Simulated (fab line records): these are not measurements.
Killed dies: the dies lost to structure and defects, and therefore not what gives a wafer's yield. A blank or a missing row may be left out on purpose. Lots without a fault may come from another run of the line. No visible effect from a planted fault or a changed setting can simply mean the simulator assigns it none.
Split-lot trial -- flow n5Finfet -- route with 1938 steps; 7 lots, 21 wafers read

== ON THE SPLIT ==
At N5_SD_EPI_P_COAT_34 (time 60 s, resist thk 350 nm), the setting spinRpm was moved away from the recipe's 1500 rpm on 4 of the 21 wafers read, by -5.8% to +9.2%. This setting was run at the recipe's value on the other wafers.

The split's own step is where the reading is taken.

== THE READING ==
SOC_of_SD_EPI_P_COAT_34.thkNm (the simulator's own value, which no gauge read), in nm, at N5_SD_EPI_P_COAT_34 (time 60 s, resist thk 350 nm). There is no usual value for it anywhere in the file. Across the 17 wafers here that went through the recipe, the average is 350.1 nm and the standard deviation 0.74 nm.

wafer,"tool, chamber at the split","spinRpm as run, rpm",against the recipe,"SOC_of_SD_EPI_P_COAT_34.thkNm, nm",against lot-mates on the recipe
L085.1,"lithoTrack-05, 0",1500,recipe,350.6,-
L085.5,"lithoTrack-05, 0",1500,recipe,350.8,-
L085.6,"lithoTrack-05, 0",1584,+5.6%,341.2,-9.5
L086.2,"lithoTrack-02, 0",1609,+7.3%,337.2,-11.7
L086.3,"lithoTrack-02, 0",1500,recipe,348.8,-
L086.6,"lithoTrack-02, 0",1500,recipe,349,-
L087.1,"lithoTrack-05, 0",1500,recipe,351,-
L087.4,"lithoTrack-05, 0",1413,-5.8%,361.2,+10.6
L087.5,"lithoTrack-05, 0",1500,recipe,350.2,-
L089.1,"lithoTrack-01, 0",1500,recipe,350.8,-
L089.3,"lithoTrack-01, 0",1500,recipe,350.6,-
L089.5,"lithoTrack-01, 0",1500,recipe,350.4,-
L093.1,"lithoTrack-01, 0",1500,recipe,350,-
L093.2,"lithoTrack-01, 0",1500,recipe,349.8,-
L093.4,"lithoTrack-01, 0",1500,recipe,350.6,-
L095.1,"lithoTrack-01, 0",1500,recipe,348.4,-
L095.2,"lithoTrack-01, 0",1500,recipe,350,-
L095.4,"lithoTrack-01, 0",1500,recipe,349.8,-
L096.1,"lithoTrack-02, 0",1638,+9.2%,335.4,-15.3
L096.3,"lithoTrack-02, 0",1500,recipe,350.6,-
L096.4,"lithoTrack-02, 0",1500,recipe,350.8,-

FIT RESULTS
A straight line over all 21 wafers: SOC_of_SD_EPI_P_COAT_34.thkNm changes by -1.71 nm for each +1% of spinRpm; r = -0.99; the points scatter about the line by 0.8 nm.
The same after taking each lot's own level away (the mean of its wafers on the recipe; 21 wafers): -1.69 nm for each +1%; r = -1.00; scatter 0.41 nm.
Per that fit: largest spinRpm move, reading shift of 16 nm.
The span of the lots' own levels, 348.90 to 350.70 nm, comes to 2.4 times the standard deviation stated above.
So the lot-to-lot level changes the slope little: the two slopes agree.
Check: for one of the wafers moved furthest among these (+9.2%), held out of the fit, the line's prediction against its lot-mates is -15.6 nm. Against them it came out at -15.3 nm.

== THESE WAFERS: OTHER SPLITS ==
These wafers also went through other splits before the reading. Each is held against what the fit with the lots' levels taken away leaves over:
other split on the same wafers,wafers away from the commonest value,r with SOC_of_SD_EPI_P_COAT_34.thkNm (lot level and that fit taken away)
N5_WELL_APT_PEB_23 pebTempC,7,+0.11
N5_WELL_APT_DESCUM_30 timeS,5,-0.14
N5_DUMMY_GATE_COAT_28 spinRpm,7,-0.27
N5_SD_EPI_N_EPI_21 tempC,8,-0.05

== FILE'S OWN FIT ==
SOC_of_SD_EPI_P_COAT_34.thkNm changes by -1.68 nm for each +1% of spinRpm, r = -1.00.
